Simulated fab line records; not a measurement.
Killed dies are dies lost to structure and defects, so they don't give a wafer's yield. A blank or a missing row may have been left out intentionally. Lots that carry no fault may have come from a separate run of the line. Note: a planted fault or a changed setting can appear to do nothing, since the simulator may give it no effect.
The same fault as seen by 2 desks | flow nandHarc | what lay behind the numbers comes last; until then each desk has only its own

## FROM THE METROLOGY DESK
Means of the sampled wafers that have a number, per lot and without regard to the tool the lot ran on: this is what the gauges read. If a lot's mean is further than 4 standard deviations from the usual mean, the lot is out of limits and carries the mark OUT (the distance appears in the brackets).
Columns: A = cdNm at NHARC_P_M1_CD_MEAS_16, usual 129.8 nm; B = cdNm at NHARC_P_M2_CD_MEAS_09, usual 169.7 nm
lot  | first seen here | A     | B
L300 | day 6 05:42     | 130.1 | 169.4
L301 | day 6 20:37     | 130.7 | 169.3
L302 | day 6 21:52     | 128.9 | 169.9
L306 | day 8 17:20     | 129.5 | 170.3
L307 | day 9 01:55     | 130.5 | 169.5
L309 | day 9 19:14     | 128.8 | 169.1
L311 | day 10 14:34    | 129.4 | 155.3 (-21) OUT
L313 | day 11 14:47    | 129.9 | 155.8 (-20) OUT
L315 | day 13 01:05    | 130.5 | 169.1
L319 | day 14 00:25    | 129.2 | 170.4
L320 | day 14 16:08    | 129.1 | 170.3
L321 | day 15 07:11    | 130.0 | 170.6
L323 | day 15 17:26    | 130.2 | 169.8
Finding of this desk: L311, L313 out of limits; the first was L311 at day 10 18:14, on cdNm at NHARC_P_M2_CD_MEAS_09. L300, L301, L302, L306, L307, L309, L315, L319, L320, L321, L323: within limits.

## DESK OF THE TOOL OWNER: lithoTrack-04
The tool's own readings at NHARC_P_M2_PEB_07 (peb time 65 s): means of the sampled wafers that have a number, for each lot that ran on this tool. If a lot's mean is further than 4 standard deviations from the usual mean, the lot is out of limits and carries the mark OUT (the distance appears in the brackets).
Columns: A = heaterPowerTotalW at NHARC_P_M2_PEB_07, usual 156.6 W; B = plateTempC at NHARC_P_M2_PEB_07, usual 99.98 C
lot  | first seen here | A               | B
L301 | day 7 00:42     | 156.5           | 100.11
L309 | day 9 23:03     | 156.2           | 100.23
L311 | day 10 18:10    | 148.5 (-19) OUT | 96.31 (-28) OUT
L313 | day 11 18:23    | 149.1 (-18) OUT | 96.30 (-28) OUT
L323 | day 15 21:01    | 156.8           | 100.07
Finding of this desk: L311, L313 out of limits; the first was L311 at day 10 18:10, on heaterPowerTotalW at NHARC_P_M2_PEB_07. L301, L309, L323: within limits.

## BROUGHT TOGETHER
An alarm could have come from the tool owner's desk at day 10 18:10, on L311, L313.
On L311, L313, the metrology desk was in a position to raise an alarm at day 10 18:14.
All the named lots went through NHARC_P_M2_PEB_07 on lithoTrack-04.

## WHAT THE SIMULATOR HAD INSERTED
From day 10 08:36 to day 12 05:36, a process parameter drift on lithoTrack-04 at NHARC_P_M2_PEB_07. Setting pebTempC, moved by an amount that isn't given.
Lots struck among those shown: L311, L313.
Counting hours from when the fault started, the first reading out of limits came at 10 for the tool owner's desk and at 10 for the metrology desk.
